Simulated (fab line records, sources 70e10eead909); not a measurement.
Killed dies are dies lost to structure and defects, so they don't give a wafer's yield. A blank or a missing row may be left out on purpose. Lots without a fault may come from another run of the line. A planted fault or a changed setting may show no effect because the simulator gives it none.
fab line records | flow nand_harc
record lots=6 wafers=18 last_day=33
route steps=1302 shown A_SGD_CUT@912 A_SLIT@922
lots that met no fault: from a run of the same line without faults
start_h: hours from the record's first day to the start of the lot's first wafer shown | wait_h: hours since the lot's step before | " the same as in the row above | L1.1+2: a row that stands for several wafers | - no value, or no start given | * or withheld: withheld | < > ~ a bound
route shown NAME@n: a module of which the file shows steps, and the number in the route of the first | usual: mean/standard deviation of fault-free wafers | same: alike in all rows | chamber/n: place in a boat | sites: the reading at each site | _std_site: their standard deviation | _edge_site: outer sites' mean less inner sites' | radius_mm: how far each site lies from the wafer's centre | mask NAME#n: copy n | behind: the tool/chamber that last shaped the wafer | hold: why the lot was held/for how many hours/how that ended | device: the transistor (n, p or np) that didn't switch | end of line: the same wafers' tests at the end of the route | a step without rows: its recipe alone | killed: dies lost to structure and defects at the first sort, not the wafer's yield | map: a wafer's dies, x killed, . not, _ none there
set.NAME: the setting as run; set.NAME@STEP: as run at that earlier step | model.NAME: the simulator's own value behind a step, which no gauge read
lots at some steps of the route; a table a step, a row a wafer
services: from which hour (start_h, from the record's first day; less than 0 if before it) a tool's chamber was out of use, for how many hours, and why
## steps
# step NHARC_A_SGD_CUT_SRD_19
# step NHARC_A_SGD_CUT_DEP_20
# recipe target_thk_a=1500 temp_c=65 material=SiO2
# step NHARC_A_SGD_CUT_ANNEAL_27
# recipe temp_c=450 time_s=1800
# step NHARC_A_SGD_CUT_CMP_21
# recipe target_thk_nm=148.19
# usual motor_current_A=11.7/1.2 time_to_endpoint_s=49/3.1
# columns lot.wafer tool chamber start_h wait_h motor_current_A time_to_endpoint_s
L932.3 cmp-01 0 453.78 0.4 12.7 52
L932.5 " 1 " " 11.8 51
L932.6 " 2 " " 12.4 48
L935.4 cmp-02 0 493.09 0.4 10.0 45
L935.2 " 1 " " 12.4 46
L935.5 " 3 " " 10.1 48
L940.1 cmp-04 0 539.18 0.4 11.2 48
L940.3 " 3 " " 12.1 50
L940.6 " 1 " " 15.1 48
L942.1 cmp-01 2 549.39 0.4 12.4 52
L942.3 " 3 " " 11.5 48
L942.2 " 0 " " 13.0 54
L949.1 cmp-02 0 616.73 0.4 9.3 51
L949.3 " 1 " " 12.0 52
L949.5 " 0 " " 9.6 47
L953.3 cmp-02 2 668.30 0.4 11.9 43
L953.4 " 0 " " 10.1 46
L953.6 " 2 " " 12.1 40
# step NHARC_A_SGD_CUT_THK_MEAS_22
# recipe thk_meas_gauge=ellipsometry
# usual thk_nm=147.8/1.5
# columns lot.wafer tool chamber start_h wait_h thk_nm
L932.3 film_metro-01 - 453.96 0.2 147.8
L932.5 " - " " 148.1
L932.6 " - " " 148.6
L935.2 film_metro-01 - 493.30 0.2 147.6
L935.4 " - " " 146.5
L935.5 " - " " 147.0
L940.1 film_metro-01 - 539.44 0.2 147.9
L940.3 " - " " 149.9
L940.6 " - " " 148.3
L942.1 film_metro-01 - 549.65 0.2 151.7
L942.2 " - " " 151.7
L942.3 " - " " 146.6
L949.1 film_metro-01 - 616.96 0.2 146.7
L949.3 " - " " 149.3
L949.5 " - " " 147.7
L953.3 film_metro-02 - 668.53 0.2 146.4
L953.4 " - " " 150.4
L953.6 " - " " 147.5
# step NHARC_A_SGD_CUT_SRD_23
# step NHARC_A_SGD_CUT_ETCH_26
# recipe target_depth_a=458 chemistry=dHF material=SiO2
# step NHARC_A_SGD_CUT_ETCHBACK_24
# recipe target_depth_a=500 over_etch_frac=0.3 time_s=92.857 ion_energy_ev=120 ch3f_flow_sccm=50 o2_flow_sccm=30 ar_flow_sccm=200 rf_w=500 bias_w=100 chemistry=CH3F/O2
# usual drypump_motor_current_A=5.9/0.37 oes_product_au=0.96/0.036 rf_vpp_V=244.2/1.5 showerhead_plenum_p_Torr=2.46/0.081 throttle_valve_pct=20.662/0.0085
# columns lot.wafer tool chamber start_h wait_h drypump_motor_current_A oes_product_au rf_hours_counter_h rf_vpp_V showerhead_plenum_p_Torr throttle_valve_pct
L932.3 rie_diel-01 0 454.31 0.2 5.9 0.95 6 242.2 2.34 20.671
L932.5 " 2 " " 6.3 0.94 - 245.9 2.55 20.671
L932.6 " 3 " " 6.1 0.92 - 244.6 2.50 20.661
L935.2 rie_diel-02 1 493.52 0.1 6.1 0.92 4 245.0 2.53 20.665
L935.4 " 0 " " 5.5 0.92 5 244.6 2.43 20.658
L935.5 " 1 " " 6.1 0.91 - 245.7 2.53 20.675
L940.3 rie_diel-12 1 539.66 0.1 5.2 1.00 5 242.0 2.32 20.653
L940.1 " 0 " " 5.7 1.00 5 242.2 2.39 20.666
L940.6 " 3 " " 6.6 1.01 - 246.2 2.44 20.661
L942.3 rie_diel-01 1 549.88 0.2 5.7 1.01 12 246.4 2.62 20.663
L942.1 " 2 " " 6.3 1.01 12 245.9 2.55 20.668
L942.2 " 3 " " 6.1 1.01 11 245.5 2.50 20.661
L949.3 rie_diel-02 0 617.22 0.1 5.6 0.93 2 242.4 2.43 20.666
L949.1 " 3 " " 5.9 0.92 2 244.2 2.46 20.668
L949.5 " 1 " " 6.1 0.91 - 244.9 2.53 20.653
L953.4 rie_diel-01 2 668.76 0.1 6.3 1.01 10 245.7 2.55 20.659
L953.3 " 1 " " 5.7 1.02 10 246.2 2.61 20.667
L953.6 " 3 " " 6.1 1.00 - 245.3 2.49 20.662
# step NHARC_A_SGD_CUT_STRIP_28
# recipe time_s=20 o2_flow_sccm=500 ar_flow_sccm=0 bias_w=0 chemistry=O2
# usual drypump_motor_current_A=5.8/0.36 oes_product_au=0.998/0.013 rf_vpp_V=57.7/0.92 showerhead_plenum_p_Torr=3.52/0.12 throttle_valve_pct=17.036/0.0093
# columns lot.wafer tool chamber start_h wait_h drypump_motor_current_A oes_product_au rf_hours_counter_h rf_vpp_V showerhead_plenum_p_Torr throttle_valve_pct
L932.3 rie_diel-01 2 - - 6.3 1.006 7 56.5 3.66 17.045
L932.6 " 1 " " 5.7 1.000 - 58.7 3.75 17.031
L932.5 " 2 " " 6.3 1.012 - 57.8 3.66 17.039
L935.4 rie_diel-02 0 - - 5.6 1.000 5 57.0 3.49 17.027
L935.2 " 1 " " 6.1 0.975 4 57.9 3.63 17.040
L935.5 " 2 " " 5.4 0.994 - 56.4 3.48 17.037
L940.3 rie_diel-12 3 539.83 0.2 6.6 0.992 6 56.1 3.51 17.034
L940.1 " 0 " " 5.7 1.010 5 57.0 3.43 17.035
L940.6 " 1 " " 5.2 1.007 - 56.0 3.34 17.044
L942.1 rie_diel-01 3 - - 6.1 0.997 11 59.5 3.58 17.034
L942.2 " 0 " " 5.8 0.998 11 59.3 3.37 17.028
L942.3 " 1 " " 5.6 1.001 12 59.3 3.75 17.038
L949.3 rie_diel-02 0 617.40 0.2 5.6 1.002 2 58.0 3.49 17.016
L949.1 " 1 " " 6.1 0.978 2 57.2 3.62 17.026
L949.5 " 1 " " 6.1 0.985 - 58.3 3.62 17.038
L953.3 rie_diel-01 1 - - 5.6 1.011 10 58.9 3.74 17.049
L953.4 " 2 " " 6.3 1.024 10 56.5 3.65 17.034
L953.6 " 0 " " 5.9 0.998 - 56.3 3.36 17.035
# step NHARC_A_SGD_CUT_INSPECT_25
# usual raw_defect_count=389/110
# columns lot.wafer tool chamber start_h wait_h raw_defect_count
L932.3 defect_inspect-02 - 454.53 - 477
L932.5 " - " " 436
L932.6 " - " " 276
L935.2 defect_inspect-02 - 493.76 - 359
L935.4 " - " " 300
L935.5 " - " " 409
L940.1 defect_inspect-01 - 539.94 - 294
L940.3 " - " " 280
L940.6 " - " " 330
L942.1 defect_inspect-01 - 550.12 - 397
L942.2 " - " " 311
L942.3 " - " " 423
L949.1 defect_inspect-01 - 617.50 - 502
L949.3 " - " " 379
L949.5 " - " " 300
L953.3 defect_inspect-02 - 669.02 - 271
L953.4 " - " " 293
L953.6 " - " " 364
# step NHARC_A_SLIT_DEP_25
# recipe target_thk_a=2000 temp_c=400 pressure_torr=6.5 rf_w=900 teos_flow_sccm=161.4 flow_sccm=2650 target_thk_nm=200 gas=O2 material=SiO2
# usual chamber_pressure_Torr=6.499/0.015 heater_power_outer_w=276/56 heater_power_w=534/87 susceptor_temp_C=399.99/0.21 throttle_valve_pct=16.0/0.46
# columns lot.wafer tool chamber start_h wait_h chamber_pressure_Torr heater_power_outer_w heater_power_w susceptor_temp_C throttle_valve_pct
L932.3 pecvd-02 0 454.85 0.3 6.506 299 602 399.39 15.5
L932.5 " 1 " " 6.497 240 488 399.86 16.5
L932.6 " 0 " " 6.496 186 461 399.95 15.8
L935.2 pecvd-02 1 493.87 0.1 6.512 179 426 399.95 16.5
L935.4 " 0 " " 6.535 254 543 400.46 15.5
L935.5 " 2 " " 6.502 212 381 399.96 16.4
L940.3 pecvd-02 1 540.00 0.1 6.506 265 533 399.61 16.6
L940.1 " 0 " " 6.510 294 621 399.98 15.6
L940.6 " 0 " " 6.497 188 466 399.76 15.9
L942.2 pecvd-02 1 550.19 0.1 6.489 261 529 400.33 16.7
L942.1 " 2 " " 6.481 293 483 399.82 16.8
L942.3 " 0 " " 6.505 227 536 399.97 15.6
L949.1 pecvd-04 0 617.73 0.2 6.515 336 662 400.03 15.4
L949.3 " 2 " " 6.511 277 558 399.80 16.1
L949.5 " 1 " " 6.489 288 495 400.11 16.5
L953.3 pecvd-02 0 669.16 0.1 6.495 210 524 399.77 15.4
L953.4 " 2 " " 6.492 281 482 399.77 16.5
L953.6 " 0 " " 6.496 234 540 399.71 15.5
# step NHARC_A_SLIT_DEP_00
# recipe target_thk_a=62000 temp_c=400 material=aC
# usual susceptor_temp_C=400.06/0.27 throttle_valve_pct=35.000/0.0091
# columns lot.wafer tool chamber start_h wait_h susceptor_temp_C throttle_valve_pct
L932.3 acl_dep-03 0 458.29 - 400.39 34.978
L932.5 " 0 459.54 - 400.55 35.001
L932.6 " 0 " " 400.51 34.997
L935.2 acl_dep-02 0 496.01 - - 34.986
L935.4 " 0 497.26 - - 35.005
L935.5 " 0 " " - 35.002
L940.1 acl_dep-02 0 542.06 - 399.90 34.997
L940.3 " 0 543.32 - 399.71 34.998
L940.6 " 0 545.21 - 399.71 35.017
L942.1 acl_dep-01 0 552.71 - - 35.001
L942.2 " 0 " " - 34.994
L942.3 " 0 " " - 35.008
L949.1 acl_dep-02 0 622.06 - - 35.003
L949.3 " 0 623.30 - - 35.006
L949.5 " 0 624.54 - - 34.994
L953.3 acl_dep-01 0 675.77 - - 34.984
L953.4 " 0 " " - 35.001
L953.6 " 0 677.64 - - 34.997
# step NHARC_A_SLIT_DEP_23
# recipe target_thk_a=1000 target_thk_nm=100 temp_c=400 pressure_torr=3.5 flow_sccm=200 rf_w=350 material=SiON
# usual chamber_pressure_Torr=3.499/0.0076 heater_power_outer_w=434/56 heater_power_w=745/90 susceptor_temp_C=400.01/0.23
# columns lot.wafer tool chamber start_h wait_h chamber_pressure_Torr heater_power_outer_w heater_power_w susceptor_temp_C
L932.3 pecvd-03 1 461.06 2.1 3.498 400 730 400.22
L932.5 " 0 " " 3.496 408 673 400.07
L932.6 " 2 " " 3.493 383 659 399.90
L935.2 pecvd-02 0 499.14 2.5 3.483 377 709 399.31
L935.5 " 0 " " 3.487 380 725 400.51
L935.4 " 2 " " 3.498 434 698 399.74
L940.3 pecvd-02 0 545.89 1.9 - - - -
L940.1 " 1 " " - - - -
L940.6 " 1 " " - - - -
L942.1 pecvd-04 1 556.46 3.1 - - - -
L942.2 " 2 " " - - - -
L942.3 " 0 " " - - - -
L949.1 pecvd-02 1 625.80 3.1 3.487 321 607 400.21
L949.3 " 0 " " 3.501 436 832 400.17
L949.5 " 2 " " 3.481 416 663 400.11
L953.3 pecvd-04 1 678.29 1.9 3.506 374 614 400.24
L953.6 " 1 " " 3.503 385 637 400.08
L953.4 " 2 " " 3.510 510 881 400.27
# step NHARC_A_SLIT_DEHYDRATE_01
# recipe temp_c=150 time_s=120
## services
# columns tool chamber start_h hours kind
cmp-02 - 429.90 4.0 pm
cmp-02 - 436.64 0.9 repair
pecvd-02 2 437.63 5.7 repair
pecvd-04 - 450.19 13.0 pm
rie_diel-02 1 456.65 3.4 repair
pecvd-02 - 460.69 2.2 repair
pecvd-02 - 465.49 0.8 repair
rie_diel-01 0 466.04 3.2 repair
rie_diel-01 - 485.82 38.0 repair
rie_diel-02 2 499.08 28.2 repair
cmp-02 - 516.15 5.3 repair
cmp-02 - 527.90 4.0 pm
rie_diel-02 2 532.28 4.9 repair
rie_diel-02 2 547.27 10.6 repair
cmp-02 - 550.02 6.1 repair
rie_diel-01 - 557.80 9.0 pm
pecvd-04 0 561.32 19.9 repair
rie_diel-02 - 570.70 9.0 pm
pecvd-02 - 589.49 13.0 pm
rie_diel-02 2 600.77 20.3 repair
rie_diel-01 - 603.45 0.3 repair
rie_diel-01 3 610.41 1.3 repair
rie_diel-02 2 626.24 1.2 repair
rie_diel-02 0 651.38 9.1 repair
## key
first_sign step=NHARC_A_SLIT_DEP_23 reading=tool_record direction=missing
effect none on later readings
met_at NHARC_A_SLIT_DEP_23
struck_wafers L940.1,L940.3,L940.6,L942.1,L942.2,L942.3
later_rows_left_out L940.1,L940.3,L940.6,L942.1,L942.2,L942.3
sort_left_out L940.1,L940.3,L940.6,L942.1,L942.2,L942.3
tester_left_out L940,L942
onset_between 499.14 545.89
fault kind=skipped_step_whole tool=pecvd-02,pecvd-04 chamber=- onset_h=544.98 steps=NHARC_A_SLIT_DEP_23 scope=struck_lots_only
# tester_left_out: of these lots the tester's yield and bins aren't shown, on N5 and GAA mostly nor the transistor test; their killed dies are dies lost to structure and defects alone, not to doping, threshold or leakage, so they don't give the yield
# sort_left_out: the simulated sort isn't trusted on such a fault, so these wafers' sort isn't shown, and their yield isn't known
# later_rows_left_out: the simulator's readings of these wafers behind a module that went badly wrong aren't trusted and aren't shown, but for the sort
